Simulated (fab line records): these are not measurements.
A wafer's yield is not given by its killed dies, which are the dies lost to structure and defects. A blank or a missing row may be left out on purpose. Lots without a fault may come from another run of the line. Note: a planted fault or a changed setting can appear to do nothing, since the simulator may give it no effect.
8D (eight disciplines) problem report, filled in by code | flow nand-harc | the parts of the form that need people (team, actions taken, sign-off) are left out

1. THE PROBLEM
run-length-s at NHARC_P_CONTACT_ETCH_31 reads a mean of 61.1 s on 1 wafer of 1 lot; wafers without a fault read 107.1 s with a standard deviation of 0.43. That is -99 or more standard deviations from the usual mean.
The step: etches the open film in CH3F/O2, target depth 30 nm, time 85.7 s.
Seen first at day 9 18:14 on rie-diel-01, wafer L875.6. The record has a number at this step for 34 wafers belonging to 12 lots. Rule for "out", or "out of limits": more than 4 standard deviations from the usual mean. Any other wafer with a number is counted as sound.

2. WHAT IT IS, WHAT IT ISN'T
question                    | is                     | is not
which readings at this step | run-length-s           | chamber-pressure-mTorr, drypump-motor-current-A, oes-product-au, rf-vpp-V, showerhead-plenum-p-Torr, throttle-valve-pct
which lots                  | L875                   | L859, L861, L862, L863, L866, L867, L876, L877, L878, L880, L881
which wafers of those lots  | all that have a number | -
read on which tools         | rie-diel-01            | rie-diel-11, rie-diel-13
when                        | from day 9 18:14       | up to then (18 sound wafers); but 15 sound wafers of L876, L877, L878, L880, L881 came after

3. WHAT RULES OUT EACH SUSPECT
Counting: a tool stays on the suspect list if, at a process step up to the reading, it processed all lots that are out and no sound lot following the first of them.
- rie-diel-01 at NHARC_P_CONTACT_ETCH_36 (etches the open film in N2/H2, target depth 260 nm, time 406.25 s): ruled out as a lasting fault. After its first lot that is out, L875 (day 9 18:14), sound lots L881 ran on it. Because NHARC_P_CONTACT_ETCH_36 lacks a start for some lots, the hours and order of its lots are taken from NHARC_P_CONTACT_ETCH_31.
- rie-diel-01 at NHARC_P_CONTACT_ETCH_31 (etches the open film in CH3F/O2, target depth 30 nm, time 85.7 s): ruled out as a lasting fault. After its first lot that is out, L875 (day 9 18:14), sound lots L881 ran on it.
Left after counting: nothing in the record.

4. THE CAUSE (what the simulator had put in)
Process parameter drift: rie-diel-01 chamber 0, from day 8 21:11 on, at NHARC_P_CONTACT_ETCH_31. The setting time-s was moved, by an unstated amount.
Counting ruled it out, wrongly.

5. SEQUENCE OF EFFECTS, ordered by route
Each row: a reading where the mean over the struck wafers with a number is more than 3 standard deviations away from the usual. Only readings whose record carries a usual standard deviation are examined. hours: median over the lots of the time between each lot's start at the first step of this table that gives one and its start at this step. sigmas: the change, counted in usual standard deviations.
hours | step                    | reading      | usual   | on struck wafers | change | sigmas
0     | NHARC_P_CONTACT_ETCH_31 | run-length-s | 107.1 s | 61.1             | -46.0  | -99 or more
The process steps in it:
- NHARC_P_CONTACT_ETCH_31: etches the open film in CH3F/O2, target depth 30 nm, time 85.7 s.
At these later measuring or inspecting steps, every struck wafer for which the step has a row has a number for every such reading, and none has moved that far: NHARC_P_CONTACT_CD_MEAS_19.

6. WHAT WOULD HAVE CAUGHT IT SOONER
In this record no reading fell out of limits until day 9 18:14, 21 hours after the fault had begun at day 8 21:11.
